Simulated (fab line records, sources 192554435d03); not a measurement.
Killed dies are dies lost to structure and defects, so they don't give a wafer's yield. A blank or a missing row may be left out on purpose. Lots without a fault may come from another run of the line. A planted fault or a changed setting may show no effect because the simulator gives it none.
Which tool did it? | flow n5_finfet | 10 lots, 30 wafers sampled, at 5 steps of a route of 1938

WHAT THE GAUGES READ, wafer by wafer
N5_BEOL_M4_RC_MEAS_101. Usual: DIBL_N 36.6 mV/V, standard deviation 1.7; DIBL_P 36.7 mV/V, standard deviation 2; IOFF_N 0.16 nA/um, standard deviation 0.033; IOFF_P 0.22 nA/um, standard deviation 0.04; ION_N 673 uA/um, standard deviation 12; ION_P 463 uA/um, standard deviation 7.9; SS_N 71.7 mV/dec, standard deviation 0.58; SS_P 73.3 mV/dec, standard deviation 0.64; VT_N 249 mV, standard deviation 3.3; VT_P -249 mV, standard deviation 3.1.
lot  | measured     | on        | DIBL_N (mV/V)  | DIBL_P (mV/V)  | IOFF_N (nA/um) | IOFF_P (nA/um) | ION_N (uA/um) | ION_P (uA/um) | SS_N (mV/dec)  | SS_P (mV/dec)  | VT_N (mV)   | VT_P (mV)      | flag
L549 | day 8 03:02  | prober-02 | 39.0 37.3 38.0 | 40.0 39.0 39.8 | 0.23 0.19 0.19 | 0.25 0.22 0.24 | 693 677 676   | 466 451 458   | 72.3 72.1 71.5 | 74.5 74.1 74.3 | 244 246 248 | -248 -251 -249 |
L550 | day 8 05:27  | prober-02 | 37.2 35.7 38.3 | 37.2 36.2 38.0 | 0.15 0.14 0.17 | 0.21 0.21 0.24 | 653 671 683   | 451 465 471   | 72.2 71.2 72.2 | 73.9 73.9 73.5 | 252 247 249 | -254 -248 -252 |
L555 | day 9 14:52  | prober-02 | 36.4 35.3 37.1 | 33.6 33.9 35.6 | 0.15 0.13 0.15 | 0.16 0.17 0.19 | 659 662 655   | 444 460 451   | 72.3 71.5 72.4 | 72.5 72.7 73.2 | 252 254 253 | -255 -250 -251 |
L556 | day 9 20:04  | prober-02 | 37.1 38.8 38.6 | 36.4 38.9 37.4 | 0.16 0.21 0.19 | 0.18 0.21 0.19 | 672 690 672   | 451 458 454   | 71.4 71.8 72.3 | 73.4 74.2 73.7 | 251 243 247 | -255 -251 -252 |
L559 | day 10 17:08 | prober-01 | 35.1 35.9 36.2 | 36.0 36.4 37.3 | 0.15 0.18 0.19 | 0.22 0.23 0.25 | 673 663 678   | 458 456 469   | 71.7 72.3 71.9 | 73.3 74.0 73.4 | 250 249 249 | -246 -249 -248 |
L561 | day 11 02:02 | prober-02 | 37.9 35.9 38.4 | 37.2 35.2 38.3 | 0.17 0.13 0.20 | 0.22 0.20 0.25 | 676 666 698   | 457 456 477   | 72.0 71.5 72.0 | 73.1 72.8 73.8 | 249 252 246 | -250 -249 -245 |
L563 | day 11 07:52 | prober-02 | 37.6 35.9 37.7 | 36.5 35.0 35.6 | 0.17 0.15 0.17 | 0.23 0.20 0.21 | 677 673 662   | 465 459 452   | 71.9 71.4 72.7 | 72.9 73.3 73.9 | 248 249 248 | -250 -251 -250 |
L568 | day 13 14:06 | prober-02 | 38.3 37.6 36.4 | 41.5 39.8 38.1 | 0.21 0.18 0.16 | 0.27 0.23 0.21 | 694 677 669   | 478 462 459   | 72.5 71.8 72.8 | 74.8 73.7 74.0 | 247 251 252 | -251 -249 -251 |
L571 | day 13 20:07 | prober-01 | 35.2 35.2 35.2 | 34.2 34.8 34.8 | 0.14 0.14 0.14 | 0.21 0.22 0.22 | 664 677 667   | 461 471 464   | 71.9 72.0 71.6 | 72.5 72.5 72.4 | 250 251 250 | -246 -248 -246 |
L569 | day 13 23:58 | prober-02 | 38.8 39.8 38.0 | 39.4 39.9 37.9 | 0.23 0.24 0.19 | 0.33 0.33 0.29 | 705 710 676   | 492 487 473   | 72.3 71.7 71.3 | 74.1 73.6 73.4 | 243 243 247 | -241 -240 -245 |

WHICH TOOL RAN EACH LOT (tool, then ch and the chambers of the sampled wafers, then the start)
lot  | N5_BEOL_M1_SPUTTER_86        | N5_BEOL_M1_ANNEAL_95         | N5_BEOL_M1_DEP_57               | N5_BEOL_M2_ILD_DEP_00
L549 | pvd_sputter-03, day 6 22:22  | pvd_sputter-03, day 6 23:20  | pecvd-02 ch 0,1,2, day 7 00:27  | pecvd-02 ch 0,1,2, day 7 00:35
L550 | pvd_sputter-03, day 7 00:13  | pvd_sputter-03, day 7 01:10  | pecvd-03 ch 0,1,2, day 7 02:26  | pecvd-02 ch 0,2, day 7 02:34
L555 | pvd_sputter-02, day 8 06:55  | pvd_sputter-02, day 8 07:53  | pecvd-02 ch 1,2, day 8 09:02    | pecvd-03 ch 0,1, day 8 09:10
L556 | pvd_sputter-01, day 8 09:03  | pvd_sputter-01, day 8 10:01  | pecvd-02 ch 0,2, day 8 11:08    | pecvd-02 ch 1,2, day 8 11:16
L559 | pvd_sputter-02, day 9 07:45  | pvd_sputter-02, day 9 08:43  | pecvd-04 ch 0,1,2, day 9 09:52  | pecvd-02 ch 0,2, day 9 09:59
L561 | pvd_sputter-01, day 9 16:30  | pvd_sputter-01, day 9 17:28  | pecvd-02 ch 1,2, day 9 18:50    | pecvd-03 ch 0,1, day 9 18:58
L563 | pvd_sputter-03, day 9 22:29  | pvd_sputter-03, day 9 23:26  | pecvd-02 ch 0,2, day 10 00:34   | pecvd-01 ch 0,1,2, day 10 00:41
L568 | pvd_sputter-01, day 11 22:38 | pvd_sputter-01, day 11 23:35 | pecvd-04 ch 1,2, day 12 00:44   | pecvd-03 ch 1,2, day 12 00:52
L571 | pvd_sputter-01, day 12 06:10 | pvd_sputter-01, day 12 07:08 | pecvd-03 ch 0,1,2, day 12 08:15 | pecvd-01 ch 0,1,2, day 12 08:23
L569 | pvd_sputter-02, day 12 06:10 | pvd_sputter-02, day 12 07:08 | pecvd-02 ch 0,2, day 12 08:16   | pecvd-03 ch 0,1,2, day 12 08:24
- N5_BEOL_M1_SPUTTER_86: material Cu, target thk 4.5 nm, time 8.29 s.
- N5_BEOL_M1_ANNEAL_95: time 240 s.
- N5_BEOL_M1_DEP_57: deposits SiCN from 3MS/NH3, target thk 8 nm, time 14 s.
- N5_BEOL_M2_ILD_DEP_00: deposits SiOC from DEMS/O2, target thk 79 nm, time 15.3 s.

WHAT THE TOOLS THEMSELVES READ (means of the sampled wafers that have a number; where no wafer has one, the mark that the record gives instead)
N5_BEOL_M1_SPUTTER_86. Usual: throttle_valve_pct 29.9 %, standard deviation 0.97.
lot  | tool           | throttle_valve_pct (%) | flag
L549 | pvd_sputter-03 | 30.8                   |
L550 | pvd_sputter-03 | 30.8                   |
L555 | pvd_sputter-02 | 28.6                   |
L556 | pvd_sputter-01 | 30.4                   |
L559 | pvd_sputter-02 | 29.4                   |
L561 | pvd_sputter-01 | 30.4                   |
L563 | pvd_sputter-03 | 30.8                   |
L568 | pvd_sputter-01 | 30.5                   |
L571 | pvd_sputter-01 | 30.0                   |
L569 | pvd_sputter-02 | 29.0                   |

N5_BEOL_M1_ANNEAL_95. Usual: heater_power_w 827 W, standard deviation 62.
lot  | tool           | heater_power_w (W) | flag
L549 | pvd_sputter-03 | 880                |
L550 | pvd_sputter-03 | 880                |
L555 | pvd_sputter-02 | 796                |
L556 | pvd_sputter-01 | 803                |
L559 | pvd_sputter-02 | 768                |
L561 | pvd_sputter-01 | 867                |
L563 | pvd_sputter-03 | 866                |
L568 | pvd_sputter-01 | 857                |
L571 | pvd_sputter-01 | 823                |
L569 | pvd_sputter-02 | 808                |

N5_BEOL_M1_DEP_57. Usual: showerhead_plenum_p_Torr 3.666 Torr, standard deviation 0.016; throttle_valve_pct 8.8 %, standard deviation 0.47.
lot  | tool     | showerhead_plenum_p_Torr (Torr) | throttle_valve_pct (%) | flag
L549 | pecvd-02 | 3.678                           | 8.9                    |
L550 | pecvd-03 | 3.659                           | 9.0                    |
L555 | pecvd-02 | 3.671                           | 9.0                    |
L556 | pecvd-02 | 3.669                           | 8.4                    |
L559 | pecvd-04 | 3.654                           | 8.8                    |
L561 | pecvd-02 | 3.663                           | 8.5                    |
L563 | pecvd-02 | 3.671                           | 8.7                    |
L568 | pecvd-04 | 3.639                           | 8.7                    |
L571 | pecvd-03 | 3.662                           | 8.8                    |
L569 | pecvd-02 | 3.667                           | 8.3                    |

N5_BEOL_M2_ILD_DEP_00. Usual: heater_power_w 510 W, standard deviation 100; showerhead_plenum_p_Torr 5.697 Torr, standard deviation 0.013; susceptor_temp_C 349.96 C, standard deviation 0.2; throttle_valve_pct 11.8 %, standard deviation 0.63.
lot  | tool     | heater_power_w (W) | showerhead_plenum_p_Torr (Torr) | susceptor_temp_C (C) | throttle_valve_pct (%) | flag
L549 | pecvd-02 | 464                | 5.700                           | 350.02               | 11.5                   |
L550 | pecvd-02 | 535                | 5.702                           | 350.20               | 11.2                   |
L555 | pecvd-03 | 541                | 5.699                           | 349.82               | 11.9                   |
L556 | pecvd-02 | 483                | 5.708                           | 345.11               | 11.8                   | OFF
L559 | pecvd-02 | 538                | 5.709                           | 345.09               | 10.9                   | OFF
L561 | pecvd-03 | 599                | 5.684                           | 350.05               | 12.3                   |
L563 | pecvd-01 | 493                | 5.693                           | 349.91               | 12.0                   |
L568 | pecvd-03 | 632                | 5.687                           | 349.99               | 11.9                   |
L571 | pecvd-01 | 471                | 5.693                           | 349.83               | 12.3                   |
L569 | pecvd-03 | 534                | 5.701                           | 350.02               | 11.5                   |

THE ANSWER, worked out from the rows above alone
Rule: a lot is off if the mean of its wafers that have a number lies more than 3 standard deviations from the usual mean. A lot without any number at a reading at which 4 lots or more have one is off too. The other lots that the step has rows for count as sound. The gauges are gone through in route order, then the tools' own readings, and for those a lot's mean is taken as printed above. The first step at which some lot is off is used, and at that step the reading that is off furthest; a lot without a number counts as furthest.
Off: L556, L559, at N5_BEOL_M2_ILD_DEP_00 (susceptor_temp_C).
A tool fits if, at that step or a process step before it, it ran every lot that is off, and no sound lot after the first of them. One fits: pecvd-02 at N5_BEOL_M2_ILD_DEP_00. Its last sound lot is L550 (day 7 02:34), its first lot that is off L556 (day 8 11:16): a fault that began between those two fits.
The tool's own readings at N5_BEOL_M2_ILD_DEP_00 bear it out: on the lots that are off they differ by more than 5 times the standard deviation of the sound lots' means. susceptor_temp_C reads 345.10 C there against 349.98 C on the sound lots.

WHAT THE SIMULATOR HAD PUT IN
Process parameter drift: pecvd-02, from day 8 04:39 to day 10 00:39, at N5_BEOL_M2_ILD_DEP_00. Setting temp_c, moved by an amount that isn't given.
Lots struck among those shown: L556, L559. The rule above found the same.
